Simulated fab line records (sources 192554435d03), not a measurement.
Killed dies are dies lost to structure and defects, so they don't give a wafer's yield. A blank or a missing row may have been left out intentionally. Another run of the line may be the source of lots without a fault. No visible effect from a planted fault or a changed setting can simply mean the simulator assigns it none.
Comparing a struck lot with a sound one / flow n5Finfet / 17 steps out of a route of 1938
Sound: wafers L636.2, L636.3, L636.6. Struck: wafers L644.1, L644.2. (L644.6 of the same lot was not struck and is left out.) The cause comes at the end.
Per side, at each step with rows, come the tool, then ch with its chambers, and then its first start. Under that, the readings that differ: sound wafers / struck wafers / difference of the means / sigmas: that difference in standard deviations of wafers without a fault.
alike: a reading whose means differ by less than 2 such deviations, as well as words and numbers matching on both sides. not compared: withheld readings; readings where some wafer has no value; bounds like >300 that might hide an equal value; numbers whose values overlap and for which the record gives no deviation.
A row with sigmas, a row that says differs or no value, or rows on one side alone: a step with any of these is where the two part. When numbers do not overlap yet have no deviation, they are printed without sigmas and do not part them. A reading missing from all wafers of one side parts the sides only when that side holds two or more wafers.

N5_MOL_CONTACT_COAG_INSPECT_42: inspects for defects (brightfield).
  sound on defectInspect-01 at day 6 01:57; struck on defectInspect-02 at day 8 06:40
  alike: rawDefectCount
then, 1 step without rows for these wafers: N5_MOL_CONTACT_COAG_DESCUM_45 (chemistry O2, time 7 s).
N5_MOL_CONTACT_COAG_ETCH_65: etches underlayer in N2/H2, target depth 13 nm, time 10.4 s.
  sound on rieDiel-03 ch 0,3, day 6 02:22; struck on rieDiel-04 ch 1,2, day 8 06:44
  alike: chamberPressureMTorr, drypumpMotorCurrentA, etchRfOnTimeS, oesProductAu, rfVppV, showerheadPlenumPTorr, throttleValvePct
  not compared: rfHoursCounterH
then, 2 steps without rows for these wafers: N5_MOL_CONTACT_COAG_ETCH_66 (etches SiARC in CF4, target depth 13 nm, time 21.7 s); N5_MOL_CONTACT_COAG_ALD_133 (deposits SiO2, target thk 5 nm, pulse time 1 s, co reactant pulse time 1 s).
N5_MOL_CONTACT_COAG_ETCHBACK_134: etches SiO2 in CHF3, target depth 10 nm, time 6.7 s.
  sound on rieDiel-03 ch 2,3, day 6 02:38; struck on rieDiel-03 ch 2,3, day 8 07:05
  alike: chamberPressureMTorr, drypumpMotorCurrentA, oesProductAu, rfVppV, showerheadPlenumPTorr, throttleValvePct
  not compared: rfHoursCounterH
N5_MOL_CONTACT_COAG_ETCH_67: etches SOC in N2/H2, target depth 60 nm, overetch 21 nm, time 101.2 s.
  sound on rieDiel-03 ch 2,3, day 6 02:41; struck on rieDiel-03 ch 2,3, day 8 07:08
  alike: chamberPressureMTorr, drypumpMotorCurrentA, oesProductAu, rfVppV, showerheadPlenumPTorr, throttleValvePct
  not compared: rfHoursCounterH
then, 4 steps without rows for these wafers: N5_MOL_CONTACT_COAG_STRIP_68 (strips in N2/H2); N5_MOL_CONTACT_COAG_STRIP_69 (strips in N2/H2); N5_MOL_CONTACT_COAG_ETCHBACK_136 (etches SiO2 in CHF3, target depth 25 nm, time 16.7 s); N5_MOL_CONTACT_COAG_STRIP_120 (strips in CHF3).
N5_MOL_CONTACT_COAG_VIA_ETCH_117: etches SiO2 in C4F6/O2, target depth 40 nm, overetch 8 nm, time 26 s.
  sound on rieDiel-03 ch 2,3, day 6 02:48; struck on rieDiel-03 ch 2,3, day 8 07:15
  alike: chamberPressureMTorr, drypumpMotorCurrentA, oesProductAu, rfVppV, showerheadPlenumPTorr, throttleValvePct
  not compared: rfHoursCounterH
N5_MOL_CONTACT_COAG_ETCH_124: etches SiNx in CH3F/O2, stops on SiOC, target depth 6.5 nm.
  sound on rieDiel-03 ch 2,3, day 6 02:50; struck on rieDiel-03 ch 2,3, day 8 07:17
reading=model.SOC_of_MOL_CONTACT_COAG_COAT_62.thkNm (nm); sound=48 48.6 48; struck=47.4 47.4; difference=-0.8; sigmas=
  alike: chamberPressureMTorr, drypumpMotorCurrentA, oesProductAu, rfVppV, showerheadPlenumPTorr, throttleValvePct
  not compared: rfHoursCounterH
N5_MOL_CONTACT_COAG_ETCH_48: etches SiOC in C4F6/O2, target depth 15 nm, overetch 4.5 nm, time 17 s.
  sound on rieDiel-03 ch 2,3, day 6 02:52; struck on rieDiel-03 ch 2,3, day 8 07:19
reading=model.SOC_of_MOL_CONTACT_COAG_COAT_62.thkNm (nm); sound=45.4 46 45.4; struck=44.8 44.8; difference=-0.8; sigmas=
  alike: chamberPressureMTorr, drypumpMotorCurrentA, oesProductAu, rfVppV, showerheadPlenumPTorr, throttleValvePct
  not compared: rfHoursCounterH
N5_MOL_CONTACT_COAG_STRIP_72: strips in N2/H2.
  sound on rieDiel-03 ch 2,3, day 6 02:55; struck on rieDiel-03 ch 2,3, day 8 07:22
reading=powerW (W); sound=451.4 449.3 449.7; struck=446.5 447.1; difference=-3.3; sigmas=-3
  alike: chamberPressureMTorr, drypumpMotorCurrentA, oesProductAu, rfVppV, showerheadPlenumPTorr, throttleValvePct
  not compared: rfHoursCounterH
-- record jumps: 3 days separate the struck wafers' starts on either side; left off in module MOL_CONTACT_COAG, taken up again in module BEOL_M4, whose first shown step is the route's number 1111 --
N5_BEOL_M4_RC_MEAS_101:
  sound on prober-02 ch 0, day 9 04:14; struck on prober-01 ch 0, day 11 05:14
  alike: DIBL_N, DIBL_P, IOFF_N, IOFF_P, ION_N, ION_P, SS_N, SS_P, VT_N, VT_P
N5_PASSIVATION_PROBE_49:
  the record has rows for the sound wafers here (prober-01, day 13 09:22) and none for the struck ones

## WHERE THEY PART
Earliest at N5_MOL_CONTACT_COAG_STRIP_72; latest, in this record, at N5_PASSIVATION_PROBE_49.

WHY: what had been put in by the simulator
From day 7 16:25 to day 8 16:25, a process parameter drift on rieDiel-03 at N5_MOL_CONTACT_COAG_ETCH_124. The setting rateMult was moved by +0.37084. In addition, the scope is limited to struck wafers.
